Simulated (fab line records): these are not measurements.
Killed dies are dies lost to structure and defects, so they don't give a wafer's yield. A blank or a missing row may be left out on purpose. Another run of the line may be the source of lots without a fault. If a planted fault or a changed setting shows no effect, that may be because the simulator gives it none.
Matching of chambers	flow nand_harc	NHARC_A_BLC_CMP_25 on cmp-01 has 4 sister chambers
The step polishes, t overpolish 30 s, target thk 150 nm. 16 wafers are shown with their chamber, then 8 later ones without.

WAFERS WITH THEIR CHAMBER
wafer	chamber	motor_current_A (A)	time_to_endpoint_s (s)	overpolish_run_s (s)
L080.1	1	10.8	30.3	29.982
L080.3	3	12.7	27.7	29.993
L080.5	2	13.2	27.3	29.987
L081.3	3	13.1	26.1	29.972
L081.4	0	10.9	27.2	30.007
L081.6	2	12.6	29.2	30.011
L082.2	3	12.4	28.3	30.000
L082.4	1	11.2	31.1	29.995
L082.6	0	11.4	26.8	30.005
L085.1	3	12.3	31.6	29.997
L085.2	1	10.5	32.2	30.000
L085.6	2	12.7	27.1	29.995
L084.2	1	11.0	31.5	30.008
L084.3	3	13.4	27.5	29.980
L084.6	1	11.1	32.0	29.998
L092.1	1	11.2	31.9	29.998

SIGNATURES, as means of the wafers listed above
reading	chamber 0	chamber 1	chamber 2	chamber 3	scatter within a chamber
motor_current_A	11.150	10.967	12.833	12.780	0.362
time_to_endpoint_s	27.000	31.500	27.867	28.240	1.35
overpolish_run_s	30.00600	29.99683	29.99767	29.98840	0.0101
Rule: a wafer lies at a distance from a chamber equal to the root of the sum of squares, over the readings, of (its reading less the chamber's mean, divided by the reading's scatter). The wafer belongs to the nearest chamber; if the next one is less than 2 further off, it can't be placed. The scatter: take each reading less its chamber's mean, square it, sum over the shown wafers, divide by the number of wafers less the number of chambers, and take the root.

WAFERS WITH NO CHAMBER GIVEN
wafer	motor_current_A (A)	time_to_endpoint_s (s)	overpolish_run_s (s)
L092.5	12.6	27.0	30.000
L092.6	11.1	30.6	29.997
L095.3	10.8	26.2	29.999
L095.4	10.8	29.7	30.002
L095.6	10.8	25.7	30.000
L097.1	13.4	25.2	29.977
L097.2	11.4	25.5	30.009
L097.6	12.7	21.5	30.004

WHICH CHAMBER EACH ONE RAN IN
wafer	from the rows above	in truth
L092.5	can't be placed: 2 or 3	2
L092.6	1	1
L095.3	0	0
L095.4	can't be placed: 1 or 0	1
L095.6	0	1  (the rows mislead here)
L097.1	can't be placed: 3 or 2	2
L097.2	0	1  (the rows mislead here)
L097.6	can't be placed: 2 or 3 or 0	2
Placed correctly: 2 of 8. These rows do not allow placing 4 (true chamber among the candidates in 4). Placed wrongly: 2.
